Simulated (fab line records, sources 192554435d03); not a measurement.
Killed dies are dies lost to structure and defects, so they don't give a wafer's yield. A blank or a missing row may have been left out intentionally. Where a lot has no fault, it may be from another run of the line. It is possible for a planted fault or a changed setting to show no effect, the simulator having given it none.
fab line records -- flow n5-finfet -- part 1 of 2: steps 1 to 18 of 26
record: lots: 5, wafers: 15, last-day: 19
route steps=1938 shown SDB@354 DUMMY_REMOVAL@377
lots with no fault: from the same line, run without faults
start-h: the number of hours between the record's first day and the start of the first shown wafer of the lot -- wait-h: time in hours since the lot's previous step -- " unchanged from the row above -- L1.1+2: several wafers, shown together as one row -- - no value present, or no start provided -- * or withheld: withheld -- < > ~ a bound
route shown NAME@n: names a module that has steps shown in the file, with the first one's number in the route -- usual: mean/standard deviation taken from wafers without a fault -- same: alike in all rows -- chamber/n: place in a boat -- sites: per-site readings -- _std_site: the values' standard deviation -- _edge_site: the outer-site mean with the inner-site mean subtracted -- radius-mm: how far each site lies from the wafer's centre -- mask NAME#n: copy n -- behind: the tool/chamber that last shaped the wafer -- hold: what put the lot on hold/how long, in hours/how the hold closed -- device: names the non-switching transistor (n, p or np) -- end of line: tests of these same wafers at the route's end -- step lacking rows: just its recipe -- killed: dies lost to structure and defects at the first sort, not the wafer's yield -- map: shows each die of a wafer: x if killed, . if not, _ if none is there
set.NAME: the setting that was run; set.NAME@STEP: the one run at that earlier step -- model.NAME: the simulator's own value behind a step, which no gauge read
lots seen at some steps along the route; tables by step, rows by wafer
services: the hour from which a tool's chamber was out of use, counted from the record's first day as start-h (under 0 if before that day), plus the number of hours and why
== steps ==
step: N5_SDB_PEB_09
recipe: peb-temp-c: withheld, peb-time-s: 60, resist: CAR-ArF
lot.wafer,tool,chamber,start-h,wait-h
L077.2+3+5,litho-track-05,0,83.21,0.0
L083.1+3+5,litho-track-05,0,117.79,0.1
L086.2+4+6,litho-track-05,0,144.19,0.0
L090.1+2+5,litho-track-02,0,161.00,0.1
L097.1+2+6,litho-track-03,0,206.78,0.1
step: N5_SDB_DEVELOP_10
recipe: develop-time-s: 30, developer: TMAH, resist: CAR-ArF, rinse-liquid: diw, dry: air-spin, dev-temp-c: 23
lot.wafer,tool,chamber,start-h,wait-h
L077.2+3+5,litho-track-05,0,-,-
L083.1+3+5,litho-track-05,0,-,-
L086.2+4+6,litho-track-05,0,-,-
L090.1+2+5,litho-track-02,0,-,-
L097.1+2+6,litho-track-03,0,-,-
step: N5_SDB_CD_MEAS_11
recipe: target-cd-nm: 50, landing-energy-ev: 500, detector: se-inlens, polarity: opening
usual: cd-nm: 50.7/1.2
lot.wafer,tool,chamber,start-h,wait-h,cd-nm
L077.2,cd-sem-02,0,83.28,-,52.1
L077.3,cd-sem-02,0,83.28,-,50.7
L077.5,cd-sem-02,0,83.28,-,51.0
L083.1,cd-sem-01,0,117.86,-,51.7
L083.3,cd-sem-01,0,117.86,-,52.0
L083.5,cd-sem-01,0,117.86,-,50.5
L086.2,cd-sem-02,0,144.26,-,53.2
L086.4,cd-sem-02,0,144.26,-,53.3
L086.6,cd-sem-02,0,144.26,-,53.8
L090.1,cd-sem-01,0,161.06,-,50.6
L090.2,cd-sem-01,0,161.06,-,51.3
L090.5,cd-sem-01,0,161.06,-,52.0
L097.1,cd-sem-01,0,206.84,-,51.6
L097.2,cd-sem-01,0,206.84,-,52.4
L097.6,cd-sem-01,0,206.84,-,51.0
step: N5_SDB_OVL_MEAS_12
recipe: points-per-wafer: 44
usual: SDB_OVL: 0.0/0.68
lot.wafer,tool,chamber,start-h,wait-h,SDB_OVL[nm]
L077.2,overlay-01,0,83.30,0.0,-0.5
L077.3,overlay-01,0,83.30,0.0,-0.9
L077.5,overlay-01,0,83.30,0.0,0.5
L083.1,overlay-01,0,117.89,0.0,1.3
L083.3,overlay-01,0,117.89,0.0,1.8
L083.5,overlay-01,0,117.89,0.0,0.5
L086.2,overlay-02,0,144.29,0.0,0.4
L086.4,overlay-02,0,144.29,0.0,0.5
L086.6,overlay-02,0,144.29,0.0,0.6
L090.1,overlay-01,0,161.09,0.0,-0.6
L090.2,overlay-01,0,161.09,0.0,0.5
L090.5,overlay-01,0,161.09,0.0,0.0
L097.1,overlay-01,0,206.88,0.0,0.0
L097.2,overlay-01,0,206.88,0.0,0.5
L097.6,overlay-01,0,206.88,0.0,0.0
step: N5_SDB_INSPECT_13
recipe: mode: adi, inspect-instrument: brightfield
usual: raw-defect-count: 74/30
lot.wafer,tool,chamber,start-h,wait-h,raw-defect-count
L077.2,defect-inspect-01,-,83.33,0.0,77
L077.3,defect-inspect-01,-,83.33,0.0,68
L077.5,defect-inspect-01,-,83.33,0.0,37
L083.1,defect-inspect-01,-,117.92,0.0,66
L083.3,defect-inspect-01,-,117.92,0.0,98
L083.5,defect-inspect-01,-,117.92,0.0,120
L086.2,defect-inspect-02,-,144.31,0.0,57
L086.4,defect-inspect-02,-,144.31,0.0,66
L086.6,defect-inspect-02,-,144.31,0.0,36
L090.1,defect-inspect-02,-,161.12,0.0,98
L090.2,defect-inspect-02,-,161.12,0.0,131
L090.5,defect-inspect-02,-,161.12,0.0,87
L097.1,defect-inspect-01,-,206.90,0.0,72
L097.2,defect-inspect-01,-,206.90,0.0,106
L097.6,defect-inspect-01,-,206.90,0.0,83
step: N5_SDB_DESCUM_16
recipe: chemistry: O2, time-s: 7.9, source-power-w: 50, bias-power-w: 20, pressure-mtorr: 20, rf-frequency-hz: 2.712e+07, temp-c: 40, resist: CAR-ArF, o2-flow-sccm: 225
usual: drypump-motor-current-A: 5.5/0.33, o2-flow-sccm: 225.0/0.62, oes-product-au: 0.77/0.071, rf-vpp-V: 243.2/1.3, showerhead-plenum-p-Torr: 2.10/0.069, throttle-valve-pct: 20.57/0.24
lot.wafer,tool,chamber,start-h,wait-h,drypump-motor-current-A,o2-flow-sccm,oes-product-au,rf-hours-counter-h,rf-vpp-V,showerhead-plenum-p-Torr,throttle-valve-pct
L077.2,rie-diel-01,2,83.55,0.2,5.7,225.4,0.84,67,242.2,2.13,20.55
L077.3,rie-diel-01,3,83.55,0.2,5.7,225.9,0.77,153,241.0,2.08,20.53
L077.5,rie-diel-01,0,83.55,0.2,5.7,225.0,0.89,-,243.4,2.13,20.47
L083.1,rie-diel-06,2,117.95,0.0,5.1,224.1,0.71,176,245.0,2.16,20.38
L083.3,rie-diel-06,3,117.95,0.0,5.9,224.4,0.78,143,241.2,2.00,20.44
L083.5,rie-diel-06,3,117.95,0.0,5.9,226.0,0.78,-,240.0,2.00,20.44
L086.2,rie-diel-06,0,144.79,0.5,5.2,224.3,0.71,189,242.5,2.19,20.92
L086.4,rie-diel-06,0,144.79,0.5,5.2,224.9,0.71,-,244.2,2.19,20.92
L086.6,rie-diel-06,3,144.79,0.5,5.9,225.9,0.77,-,242.1,2.00,20.46
L090.1,rie-diel-02,1,161.15,0.0,5.2,224.6,0.76,139,244.0,2.11,20.52
L090.2,rie-diel-02,3,161.15,0.0,5.1,225.0,0.74,174,246.1,2.19,20.97
L090.5,rie-diel-02,1,161.15,0.0,5.2,224.0,0.77,-,242.7,2.11,20.55
L097.1,rie-diel-02,0,206.93,0.0,6.2,224.7,0.76,165,241.1,2.00,20.30
L097.2,rie-diel-02,2,206.93,0.0,5.3,225.7,0.71,208,240.8,1.99,20.92
L097.6,rie-diel-02,3,206.93,0.0,5.1,224.4,0.73,-,244.0,2.18,20.99
step: N5_SDB_ETCH_17
recipe: chemistry: CF4, target: SiARC, target-depth-a: 234, mask-material: CAR-ArF, time-s: 39, ion-energy-ev: 80, pressure-mtorr: 40, source-w: 545, bias-w: 36, Ar_flow_sccm: 100, cf4-flow-sccm: 100, ends: cleared
usual: drypump-motor-current-A: 5.5/0.33, etch-rf-on-time-s: 39.0/0.65, oes-product-au: 0.66/0.059, rf-vpp-V: 184.1/1.2, showerhead-plenum-p-Torr: 2.15/0.06, throttle-valve-pct: 15.77/0.19
lot.wafer,tool,chamber,start-h,wait-h,drypump-motor-current-A,etch-rf-on-time-s,oes-product-au,rf-hours-counter-h,rf-vpp-V,showerhead-plenum-p-Torr,throttle-valve-pct
L077.2,rie-diel-01,2,83.59,0.0,5.7,38.4,0.72,67,183.9,2.17,15.64
L077.3,rie-diel-01,3,83.59,0.0,5.7,37.9,0.66,153,183.1,2.14,15.78
L077.5,rie-diel-01,0,83.59,0.0,5.8,39.5,0.75,-,185.2,2.17,15.53
L083.1,rie-diel-06,2,117.98,0.0,5.1,39.7,0.60,176,184.3,2.22,15.73
L083.3,rie-diel-06,3,117.98,0.0,5.9,39.6,0.65,143,182.1,2.07,15.70
L083.5,rie-diel-06,3,117.98,0.0,5.9,39.8,0.66,-,183.0,2.07,15.72
L086.2,rie-diel-06,0,144.82,0.0,5.2,40.4,0.60,189,184.4,2.22,15.98
L086.4,rie-diel-06,0,144.82,0.0,5.2,40.3,0.61,-,186.3,2.22,15.98
L086.6,rie-diel-06,3,144.82,0.0,5.9,39.6,0.65,-,181.0,2.07,15.75
L090.1,rie-diel-02,1,161.19,0.0,5.2,38.7,0.65,139,183.0,2.15,15.62
L090.2,rie-diel-02,3,161.19,0.0,5.1,38.7,0.64,174,185.7,2.22,15.99
L090.5,rie-diel-02,1,161.19,0.0,5.2,38.9,0.65,-,184.1,2.15,15.63
L097.1,rie-diel-02,0,206.97,0.0,6.2,39.2,0.65,165,182.0,2.06,15.58
L097.2,rie-diel-02,2,206.97,0.0,5.3,39.5,0.60,208,182.9,2.05,16.15
L097.6,rie-diel-02,3,206.97,0.0,5.1,38.8,0.62,-,183.9,2.21,16.01
step: N5_SDB_ETCH_18
recipe: chemistry: N2/H2, target: SOC, target-depth-a: 1000, overetch-a: 200, mask-material: SiARC, temp-c: 40, time-s: 150, ion-energy-ev: 200, pressure-mtorr: 30, source-w: 840, bias-w: 150, n2-flow-sccm: 200, h2-flow-sccm: 200
usual: drypump-motor-current-A: 5.5/0.33, oes-product-au: 0.69/0.059, rf-vpp-V: 524.1/2.3, showerhead-plenum-p-Torr: 2.55/0.079, throttle-valve-pct: 17.96/0.2
lot.wafer,tool,chamber,start-h,wait-h,drypump-motor-current-A,oes-product-au,rf-hours-counter-h,rf-vpp-V,showerhead-plenum-p-Torr,throttle-valve-pct
L077.2,rie-diel-01,2,83.62,0.0,5.7,0.75,67,524.9,2.58,17.97
L077.3,rie-diel-01,3,83.62,0.0,5.7,0.67,153,523.9,2.54,17.93
L077.5,rie-diel-01,0,83.62,0.0,5.7,0.79,-,524.1,2.59,17.83
L083.1,rie-diel-06,2,118.02,0.0,5.2,0.64,176,527.5,2.63,17.85
L083.3,rie-diel-06,3,118.02,0.0,5.9,0.69,143,521.0,2.46,18.03
L083.5,rie-diel-06,3,118.02,0.0,5.9,0.69,-,522.4,2.46,18.02
L086.2,rie-diel-06,0,144.86,0.0,5.2,0.65,189,526.6,2.62,18.05
L086.4,rie-diel-06,0,144.86,0.0,5.2,0.66,-,528.1,2.62,18.05
L086.6,rie-diel-06,3,144.86,0.0,5.9,0.69,-,521.4,2.45,18.04
L090.1,rie-diel-02,1,161.22,0.0,5.2,0.68,139,525.8,2.55,17.83
L090.2,rie-diel-02,2,161.22,0.0,5.3,0.64,198,520.2,2.40,18.25
L090.5,rie-diel-02,1,161.22,0.0,5.2,0.69,-,524.2,2.55,17.83
L097.1,rie-diel-02,0,207.00,0.0,6.1,0.68,165,519.9,2.43,17.77
L097.2,rie-diel-02,2,207.00,0.0,5.3,0.63,208,519.9,2.40,18.27
L097.6,rie-diel-02,3,207.00,0.0,5.1,0.66,-,527.6,2.65,18.44
step: N5_SDB_STRIP_19
recipe: chemistry: N2/H2, temp-c: 40, n2-flow-sccm: 200, h2-flow-sccm: 200, rf-frequency-hz: 6e+07
lot.wafer,tool,chamber,start-h,wait-h
L077.2+3+5,rie-diel-01,"2,3,0",83.75,0.1
L083.1+3+5,rie-diel-06,"2,3,3",118.15,0.1
L086.2+4+6,rie-diel-06,"0,0,3",144.99,0.1
L090.1+2+5,rie-diel-02,"3,2,3",161.35,0.1
L097.1+2+6,rie-diel-02,"0,2,3",207.13,0.1
step: N5_SDB_STRIP_21
recipe: chemistry: CF4, resist: SiARC, power-w: 300, bias-power-w: 75, pressure-mtorr: 50, cf4-flow-sccm: 150, rf-frequency-hz: 6e+07
usual: drypump-motor-current-A: 5.5/0.34, oes-product-au: 0.76/0.065, rf-vpp-V: 271.3/1.4, showerhead-plenum-p-Torr: 1.80/0.049, throttle-valve-pct: 13.73/0.2
lot.wafer,tool,chamber,start-h,wait-h,drypump-motor-current-A,oes-product-au,rf-hours-counter-h,rf-vpp-V,showerhead-plenum-p-Torr,throttle-valve-pct
L077.2,rie-diel-01,2,83.76,0.0,5.7,0.82,67,272.9,1.82,13.61
L077.3,rie-diel-01,3,83.76,0.0,5.7,0.75,153,270.4,1.79,13.74
L077.5,rie-diel-01,0,83.76,0.0,5.7,0.88,-,272.3,1.81,13.43
L083.1,rie-diel-06,2,118.16,0.0,5.2,0.71,176,272.6,1.84,13.66
L083.3,rie-diel-06,3,118.16,0.0,5.9,0.77,143,270.6,1.74,13.67
L083.5,rie-diel-06,3,118.16,0.0,5.9,0.77,-,270.1,1.74,13.67
L086.2,rie-diel-06,0,145.00,0.0,5.2,0.72,189,271.2,1.86,13.97
L086.4,rie-diel-06,0,145.00,0.0,5.2,0.72,-,271.7,1.86,13.98
L086.6,rie-diel-06,3,145.00,0.0,5.9,0.75,-,269.0,1.74,13.72
L090.1,rie-diel-02,3,161.36,0.0,5.1,0.73,174,272.1,1.85,13.93
L090.2,rie-diel-02,2,161.36,0.0,5.3,0.71,198,269.5,1.72,14.11
L090.5,rie-diel-02,3,161.36,0.0,5.1,0.74,-,272.4,1.85,13.93
L097.1,rie-diel-02,0,207.14,0.0,6.2,0.75,165,268.6,1.72,13.57
L097.2,rie-diel-02,2,207.14,0.0,5.3,0.70,208,270.1,1.72,14.13
L097.6,rie-diel-02,3,207.14,0.0,5.1,0.72,-,272.8,1.85,13.97
step: N5_SDB_HM_OPEN_20
recipe: chemistry: CH3F/O2, target: SiNx, mask-material: SOC, target-depth-a: 240, stop-on: poly-Si, over-etch-frac: 0.4, ion-energy-ev: 120, pressure-mtorr: 30, source-w: 395, bias-w: 73, Ar_flow_sccm: 150, CH3F_flow_sccm: 30, O2_flow_sccm: 20
usual: drypump-motor-current-A: 5.5/0.34, oes-product-au: 0.63/0.055, rf-vpp-V: 297/6.2, showerhead-plenum-p-Torr: 2.01/0.063, throttle-valve-pct: 16.51/0.18
same: over-etch-frac: 0.4
lot.wafer,tool,chamber,start-h,wait-h,drypump-motor-current-A,oes-product-au,rf-hours-counter-h,rf-vpp-V,showerhead-plenum-p-Torr,throttle-valve-pct
L077.2,rie-diel-01,2,83.78,0.0,5.6,0.67,67,293,2.02,16.35
L077.3,rie-diel-01,3,83.78,0.0,5.7,0.61,153,301,2.00,16.52
L077.5,rie-diel-01,0,83.78,0.0,5.8,0.70,-,300,2.04,16.35
L083.1,rie-diel-06,2,118.18,0.0,5.1,0.58,176,299,2.09,16.52
L083.3,rie-diel-06,3,118.18,0.0,5.9,0.63,143,287,1.93,16.43
L083.5,rie-diel-06,3,118.18,0.0,5.9,0.65,-,288,1.93,16.43
L086.2,rie-diel-06,0,145.02,0.0,5.2,0.60,189,290,2.07,16.70
L086.4,rie-diel-06,0,145.02,0.0,5.2,0.61,-,292,2.07,16.70
L086.6,rie-diel-06,3,145.02,0.0,5.9,0.62,-,287,1.93,16.44
L090.1,rie-diel-02,3,161.38,0.0,5.1,0.60,174,306,2.08,16.75
L090.2,rie-diel-02,2,161.38,0.0,5.3,0.58,198,306,1.90,16.82
L090.5,rie-diel-02,3,161.38,0.0,5.1,0.61,-,307,2.08,16.75
L097.1,rie-diel-02,0,207.16,0.0,6.2,0.61,165,292,1.92,16.32
L097.2,rie-diel-02,2,207.16,0.0,5.3,0.59,208,305,1.90,16.84
L097.6,rie-diel-02,3,207.16,0.0,5.1,0.60,-,304,2.07,16.79
step: N5_SDB_STRIP_22
recipe: chemistry: N2/H2, power-w: 1000, temp-c: 250, h2-frac: 0.65, overash-fraction: 0.3, pressure-mtorr: withheld, n2-flow-sccm: 1750, h2-flow-sccm: 3250
usual: drypump-motor-current-A: 5.23/0.23, heater-power-w: 350/39, oes-product-au: 0.714/0.0047, strip-time-to-endpoint-s: 96.2/0.3
lot.wafer,tool,chamber,start-h,wait-h,drypump-motor-current-A,heater-power-w,oes-product-au,rf-hours-counter-h,strip-time-to-endpoint-s
L077.2,plasma-asher-01,0,83.86,0.1,4.83,332,0.721,38,96.6
L077.3,plasma-asher-01,0,83.86,0.1,4.82,339,0.709,-,96.0
L077.5,plasma-asher-01,0,83.86,0.1,4.82,340,0.713,-,96.5
L083.1,plasma-asher-01,1,118.26,0.1,5.47,289,0.720,44,96.0
L083.3,plasma-asher-01,1,118.26,0.1,5.46,283,0.718,-,95.9
L083.5,plasma-asher-01,0,118.26,0.1,4.84,331,0.716,-,96.3
L086.2,plasma-asher-02,1,145.10,0.1,5.20,351,0.717,104,96.9
L086.4,plasma-asher-02,0,145.10,0.1,5.39,397,0.706,-,96.5
L086.6,plasma-asher-02,0,145.10,0.1,5.40,393,0.714,-,96.1
L090.1,plasma-asher-02,1,161.46,0.1,5.19,358,0.721,106,96.0
L090.2,plasma-asher-02,0,161.46,0.1,5.40,398,0.709,106,95.9
L090.5,plasma-asher-02,1,161.46,0.1,5.18,354,0.711,-,95.9
L097.1,plasma-asher-02,0,207.24,0.1,5.37,395,0.716,116,95.9
L097.2,plasma-asher-02,1,207.24,0.1,5.19,358,0.712,116,96.1
L097.6,plasma-asher-02,0,207.24,0.1,5.38,408,0.715,-,96.3
step: N5_SDB_PRECLEAN_23
recipe: chemistry: dHF, time-s: 30, temp-c: 25, dilution: withheld
lot.wafer,tool,chamber,start-h,wait-h
L077.2+3+5,wet-bench-04,"3,6,2",84.01,0.1
L083.1+3+5,wet-bench-06,"2,0,3",118.41,0.1
L086.2+4+6,wet-bench-02,"4,6,7",145.25,0.1
L090.1+2+5,wet-bench-02,"3,0,4",161.61,0.1
L097.1+2+6,wet-bench-06,"6,3,2",207.40,0.1
step: N5_SDB_DUMMY_REMOVE_24
recipe: chemistry: TMAH, temp-c: 70, target: poly-Si, stop-on: SiO2, target-depth-nm: 142, conc-wt-pct: 5, time-s: 57, dry: ipa-marangoni, rinse-time-s: 30, rinse-temp-c: 23
usual: bath-heat-duty-pct: 13.7/1.3, rinse-temp-c: 23.00/0.096
lot.wafer,tool,chamber,start-h,wait-h,bath-heat-duty-pct,rinse-temp-c
L077.2,wet-bench-04,3,84.02,0.0,14.4,22.73
L077.3,wet-bench-04,6,84.02,0.0,13.5,23.14
L077.5,wet-bench-04,2,84.02,0.0,12.6,22.79
L083.1,wet-bench-06,2,118.42,0.0,16.9,22.88
L083.3,wet-bench-06,0,118.42,0.0,11.2,22.90
L083.5,wet-bench-06,3,118.42,0.0,12.7,23.17
L086.2,wet-bench-02,4,145.26,0.0,13.5,23.06
L086.4,wet-bench-02,6,145.26,0.0,12.3,23.08
L086.6,wet-bench-02,7,145.26,0.0,12.8,22.94
L090.1,wet-bench-02,3,161.62,0.0,11.0,22.87
L090.2,wet-bench-02,0,161.62,0.0,13.7,23.06
L090.5,wet-bench-02,4,161.62,0.0,13.3,22.86
L097.1,wet-bench-06,6,207.41,0.0,12.9,22.99
L097.2,wet-bench-06,3,207.41,0.0,13.9,23.10
L097.6,wet-bench-06,2,207.41,0.0,16.3,22.88
step: N5_SDB_ETCH_25
recipe: chemistry: C4F6/O2, target: SiO2, target-depth-a: 100, time-s: 3.3, ion-energy-ev: 250, mask-material: SiNx, pressure-mtorr: 30, source-w: 345, bias-w: 185, Ar_flow_sccm: 300, C4F6_flow_sccm: 10, O2_flow_sccm: 10
usual: C4F6_flow_sccm: 10.00/0.031, drypump-motor-current-A: 5.5/0.37, oes-product-au: 0.76/0.067, rf-vpp-V: 664/14, showerhead-plenum-p-Torr: 2.86/0.091, throttle-valve-pct: 21.38/0.18
lot.wafer,tool,chamber,start-h,wait-h,C4F6_flow_sccm,drypump-motor-current-A,oes-product-au,rf-hours-counter-h,rf-vpp-V,showerhead-plenum-p-Torr,throttle-valve-pct
L077.2,rie-diel-02,0,84.08,0.0,10.03,6.2,0.80,122,655,2.76,21.06
L077.3,rie-diel-02,1,84.08,0.0,10.03,5.2,0.79,111,656,2.86,21.11
L077.5,rie-diel-02,0,84.08,0.0,9.99,6.1,0.80,-,654,2.76,21.08
L083.1,rie-diel-02,2,118.48,0.0,9.98,5.3,0.72,184,684,2.72,21.62
L083.3,rie-diel-02,1,118.48,0.0,9.99,5.2,0.78,124,656,2.86,21.11
L083.5,rie-diel-02,1,118.48,0.0,10.05,5.2,0.78,-,658,2.86,21.12
L086.2,rie-diel-06,0,145.34,0.1,9.96,5.2,0.71,189,652,2.94,21.50
L086.4,rie-diel-06,2,145.34,0.1,9.95,5.1,0.71,-,668,2.97,21.40
L086.6,rie-diel-06,0,145.34,0.1,10.00,5.2,0.71,-,654,2.94,21.50
L090.1,rie-diel-02,3,161.68,0.0,10.05,5.1,0.75,174,686,2.96,21.63
L090.2,rie-diel-02,2,161.68,0.0,10.04,5.3,0.72,198,682,2.72,21.68
L090.5,rie-diel-02,0,161.68,0.0,9.98,6.2,0.77,-,653,2.75,21.12
L097.1,rie-diel-02,3,207.47,0.0,9.99,5.1,0.74,191,686,2.95,21.65
L097.2,rie-diel-02,2,207.47,0.0,10.01,5.3,0.71,208,685,2.71,21.69
L097.6,rie-diel-02,0,207.47,0.0,9.99,6.1,0.77,-,653,2.74,21.13
step: N5_SDB_CUT_ETCH_26
recipe: chemistry: HBr/Cl2/O2, target: Si, target-depth-a: 1296, bt-time-s: 20, mask-material: SiNx, time-s: 51.8, ion-energy-ev: *, bias-w: *, pressure-mtorr: 10, icp-w: 800, HBr_flow_sccm: 150, Cl2_flow_sccm: 80, O2_flow_sccm: 12
usual: drypump-motor-current-A: 5.6/0.48, oes-product-au: 1.000/0.018, throttle-valve-pct: 37.2/0.37
lot.wafer,tool,chamber,start-h,wait-h,drypump-motor-current-A,oes-product-au,rf-hours-counter-h,throttle-valve-pct
L077.2,rie-si-04,0,84.17,0.1,4.7,1.002,13,36.9
L077.3,rie-si-04,3,84.17,0.1,5.4,0.995,56,37.4
L077.5,rie-si-04,2,84.17,0.1,4.9,1.004,-,36.9
L083.1,rie-si-05,0,118.56,0.1,6.3,1.002,9,36.8
L083.3,rie-si-05,3,118.56,0.1,5.6,0.984,0,37.1
L083.5,rie-si-05,2,118.56,0.1,5.3,1.012,-,37.5
L086.2,rie-si-01,3,145.43,0.1,5.9,1.023,156,37.5
L086.4,rie-si-01,0,145.43,0.1,6.1,0.969,9,36.7
L086.6,rie-si-01,3,145.43,0.1,5.8,1.034,-,37.5
L090.1,rie-si-04,1,161.77,0.1,5.9,1.001,20,37.7
L090.2,rie-si-04,2,161.77,0.1,4.9,0.999,81,37.0
L090.5,rie-si-04,0,161.77,0.1,4.7,1.010,-,36.9
L097.1,rie-si-01,2,207.55,0.1,5.5,0.979,118,37.2
L097.2,rie-si-01,1,207.55,0.1,5.5,1.029,143,37.6
L097.6,rie-si-01,3,207.55,0.1,5.8,1.028,-,37.5
step: N5_SDB_PRECLEAN_38
recipe: chemistry: dHF, time-s: 10, dilution: 750:1, temp-c: 25
usual: bath-heat-duty-pct: 6.3/0.67
lot.wafer,tool,chamber,start-h,wait-h,bath-heat-duty-pct
L077.2,wet-bench-02,1,84.29,0.1,6.9
L077.3,wet-bench-02,5,84.29,0.1,6.8
L077.5,wet-bench-02,7,84.29,0.1,4.9
L083.1,wet-bench-04,4,118.68,0.1,6.2
L083.3,wet-bench-04,2,118.68,0.1,4.7
L083.5,wet-bench-04,5,118.68,0.1,6.8
L086.2,wet-bench-06,5,145.58,0.1,5.9
L086.4,wet-bench-06,4,145.58,0.1,6.3
L086.6,wet-bench-06,0,145.58,0.1,5.7
L090.1,wet-bench-06,5,161.89,0.1,6.5
L090.2,wet-bench-06,4,161.89,0.1,6.8
L090.5,wet-bench-06,0,161.89,0.1,5.8
L097.1,wet-bench-06,6,207.67,0.1,6.3
L097.2,wet-bench-06,3,207.67,0.1,5.8
L097.6,wet-bench-06,7,207.67,0.1,6.5
step: N5_SDB_PRECLEAN_39
recipe: chemistry: O3/DIW, time-s: 45, temp-c: 22, o3-ppm: 10
usual: bath-heat-duty-pct: 2.4/0.42
lot.wafer,tool,chamber,start-h,wait-h,bath-heat-duty-pct
L077.2,wet-bench-02,1,84.30,0.0,2.7
L077.3,wet-bench-02,5,84.30,0.0,2.3
L077.5,wet-bench-02,7,84.30,0.0,2.5
L083.1,wet-bench-04,4,118.68,0.0,2.9
L083.3,wet-bench-04,2,118.68,0.0,2.2
L083.5,wet-bench-04,5,118.68,0.0,3.2
L086.2,wet-bench-06,5,145.59,0.0,1.5
L086.4,wet-bench-06,4,145.59,0.0,2.8
L086.6,wet-bench-06,0,145.59,0.0,1.6
L090.1,wet-bench-06,5,161.89,0.0,2.3
L090.2,wet-bench-06,4,161.89,0.0,1.8
L090.5,wet-bench-06,0,161.89,0.0,2.2
L097.1,wet-bench-06,6,207.68,0.0,2.2
L097.2,wet-bench-06,3,207.68,0.0,1.9
L097.6,wet-bench-06,7,207.68,0.0,2.5
